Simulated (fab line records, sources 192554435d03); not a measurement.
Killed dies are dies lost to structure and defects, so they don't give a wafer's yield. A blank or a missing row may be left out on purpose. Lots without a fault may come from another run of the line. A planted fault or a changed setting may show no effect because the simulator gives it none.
A struck lot beside a sound one | flow n5_finfet | 38 steps out of a route of 1938
Sound: wafers L107.1, L107.2, L107.4. Struck: wafers L111.1, L111.3, L111.6. The cause comes at the end.
At each step with rows: each side's tool, then ch and its chambers, then its first start. Under that, the readings that differ: sound wafers | struck wafers | difference of the means | sigmas: that difference in standard deviations of wafers without a fault.
alike: readings whose means differ by less than 2 such deviations, and words and numbers that are the same on both sides. not compared: withheld readings, readings that some wafer has no value for, bounds like >300 that may hide the same value, and numbers for which the record gives no deviation and whose values overlap.
The two part at a step that has a row with sigmas, a row that says differs or no value, or rows on one side only. Numbers that don't overlap but have no deviation are shown without sigmas and don't part them. A reading that every wafer of one side lacks parts them only if that side has two wafers or more.

first, 12 steps without rows for these wafers: N5_SD_EPI_P_STRIP_38 (strips in N2/H2); N5_SD_EPI_P_ETCHBACK_46 (etches SiNx in CH3F/O2, stops on SiO2, target depth 17.5 nm); N5_SD_EPI_P_ETCH_47 (etches SiOCN in CH3F/O2, target depth 25 nm); N5_SD_EPI_P_ETCH_16 (etches SiO2 in CHF3/O2, target depth 5 nm); N5_SD_EPI_P_STRIP_50 (strips in CHF3/O2); N5_SD_EPI_P_SD_RECESS_17 (chemistry HBr/Cl2/O2, target depth 39.1 nm, bt time 3 s); N5_SD_EPI_P_WET_ETCH_45 (etches SiO2 in dHF, time 10.7 s, target depth 2 nm, rinse time 30 s); N5_SD_EPI_P_STRIP_40 (strips in N2/H2); N5_SD_EPI_P_PRECLEAN_52 (cleans in O3/DIW, time 60 s); N5_SD_EPI_P_SRD_20 (time 30 s); N5_SD_EPI_P_PRECLEAN_51 (cleans in NF3:NH3, afs cycles 1, time 20 s, sublimation time 60 s); N5_SD_EPI_P_VAPOR_ETCH_44 (etches SiGe30 in NF3/Ar, time 3.3 s).
N5_SD_EPI_P_EPI_21: deposits SiGe:B, time 355 s.
  sound on epi_rpcvd-01 ch 0, day 4 19:34; struck on epi_rpcvd-01 ch 0, day 6 00:35
  reading                                     | sound             | struck            | difference | sigmas
  chamber_pressure_Torr (Torr)                | 20.06 20.02 19.96 | 25.94 25.96 25.88 | +5.91      | +99 or more
  model.SiGe-B_of_SD_EPI_P_EPI_21.thk_nm (nm) | 60.6 61 60.8      | 68.8 67.6 68      | +7.3       |
N5_SD_EPI_P_EPI_MEAS_23:
  sound on film_metro-02, day 4 21:46; struck on film_metro-01, day 6 03:31
  reading     | sound          | struck         | difference | sigmas
  thk_nm (nm) | 61.0 60.6 60.5 | 70.7 68.0 67.1 | +7.9       | +7
then, 8 steps without rows for these wafers: N5_SD_EPI_P_HM_STRIP_48 (strips SiNx in H3PO4, material SiNx, target depth 3 nm); N5_SD_EPI_P_SRD_49 (time 30 s); N5_SD_EPI_P_PRECLEAN_24 (cleans in O3/DIW, time 45 s); N5_SD_EPI_P_PRECLEAN_32 (cleans in dHF, time 10 s); N5_SD_EPI_P_PRECLEAN_33 (cleans in SC2, time 45 s); N5_SD_EPI_P_SRD_25 (time 30 s); N5_SD_ACTIVATION_RTA_00 (time 0 s); N5_SD_ACTIVATION_LSA_01 (time 0.0008 s).
N5_SD_ACTIVATION_RS_MEAS_03: measures by four-point-probe.
  sound on film_metro-01, day 4 22:22; struck on film_metro-02, day 6 04:12
  reading          | sound          | struck         | difference | sigmas
  RS_SD_P (ohm/sq) | 57.3 57.2 57.3 | 46.6 47.6 47.6 | -10.0      | -11
  alike: RS_SD_N
then, 12 steps without rows for these wafers: N5_ILD0_LINER_00 (material SiNx, target thk 4 nm, pulse time 1 s, purge time 2 s); N5_ILD0_FCVD_FILL_01 (material SiO2 flowable, target thk 200 nm, time 328.3 s); N5_ILD0_CURE_02 (time 1800 s); N5_ILD0_CMP_03 (polishes, stops on SiNx, t overpolish 1.9 s, target thk 197.38 nm); N5_ILD0_CMP_07 (polishes SiO2 flowable, stops on poly-Si, t overpolish 1.18 s, target thk 138.88 nm); N5_ILD0_PRECLEAN_10 (cleans in NF3:NH3, afs cycles 5, time 20 s, sublimation time 60 s); N5_ILD0_ALD_15 (deposits SiNx, target thk 24 nm, pulse time 1 s, ald cycles 480); N5_ILD0_CMP_12 (polishes SiNx, stops on poly-Si, t overpolish 6 s, target thk 17.67 nm); N5_SDB_HM_DEP_00 (deposits SiNx from SiH4/NH3/N2, target thk 40 nm, time 35.3 s); N5_SDB_COAT_03 (time 60 s, resist thk 100 nm); N5_SDB_COAT_04 (time 60 s, resist thk 18 nm); N5_SDB_COAT_05 (resist thk 90 nm).
N5_MOL_CONTACT_COAG_ETCH_110: etches Si in CF4/O2, target depth 2.5 nm, time 8 s.
  sound on rie_diel-01 ch 0,2,3, day 6 04:47; struck on rie_diel-03 ch 0,1, day 7 10:44
  reading                                     | sound          | struck         | difference | sigmas
  model.SiGe-B_of_SD_EPI_P_EPI_21.thk_nm (nm) | 57.8 58.2 57.8 | 65.4 64.4 64.8 | +6.9       |
  alike: cf4_flow_sccm, drypump_motor_current_A, oes_product_au, rf_fwd_power_W, rf_vpp_V, showerhead_plenum_p_Torr, throttle_valve_pct
  not compared: rf_hours_counter_h
-- the record jumps here: 4 days lie between the struck wafers' starts before and after (it left off in module MOL_CONTACT_COAG and takes up again in module BEOL_M4, whose first step shown is number 1111 of the route) --
N5_BEOL_M4_RC_MEAS_101:
  sound on prober-01 ch 0, day 9 23:17; struck on prober-01 ch 0, day 11 11:25
  reading          | sound          | struck         | difference | sigmas
  DIBL_N (mV/V)    | 39.4 42.2 42.3 | 34.7 38.7 34.1 | -5.5       | -2
  RS_SD_P (ohm/sq) | 67.0 66.3 66.9 | 54.8 56.1 55.7 | -11.2      | -12
  SS_N (mV/dec)    | 72.9 73.8 74.2 | 71.0 72.4 71.6 | -2.0       | -2
  alike: DIBL_P, IOFF_N, IOFF_P, ION_N, ION_P, SS_P, VT_N, VT_P
-- the record jumps here: 5 days lie between the struck wafers' starts before and after (it left off in module BEOL_M4 and takes up again in module PASSIVATION, whose first step shown is number 1936 of the route) --
N5_PASSIVATION_PROBE_49:
  sound on prober-01, day 14 07:02; struck on prober-02, day 16 12:06
  reading                  | sound          | struck | difference | sigmas
  defect_limited_yield (%) | 88.1 90.3 90.6 | 92.5   | +2.8       | +2
  killed_at_M0_to_M3       | 44 37 36       | 15     | -24        | -2
  killed_at_M4_up          | 16 13 20       | 34     | +18        | +3
  killed_at_front_end      | 69 50 36       | 24     | -28        | -3
  killed_dies              | 141 114 111    | 88     | -34        | -2
  killed_short             | 55 42 39       | 25     | -20        | -3
  alike: killed_at_contacts, killed_at_other, killed_open, sort_bin_4_leakage, sort_bin_5_function, sort_bin_6_memory, sort_bin_8_speed, sort_n_pass, sort_yield_pct

WHERE THEY PART
First at N5_SD_EPI_P_EPI_21; last, within this record, at N5_PASSIVATION_PROBE_49.

WHY: what the simulator had put in
Process parameter drift: epi_rpcvd-01, from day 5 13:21 on, at N5_SD_EPI_P_EPI_21. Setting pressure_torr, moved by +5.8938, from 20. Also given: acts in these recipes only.
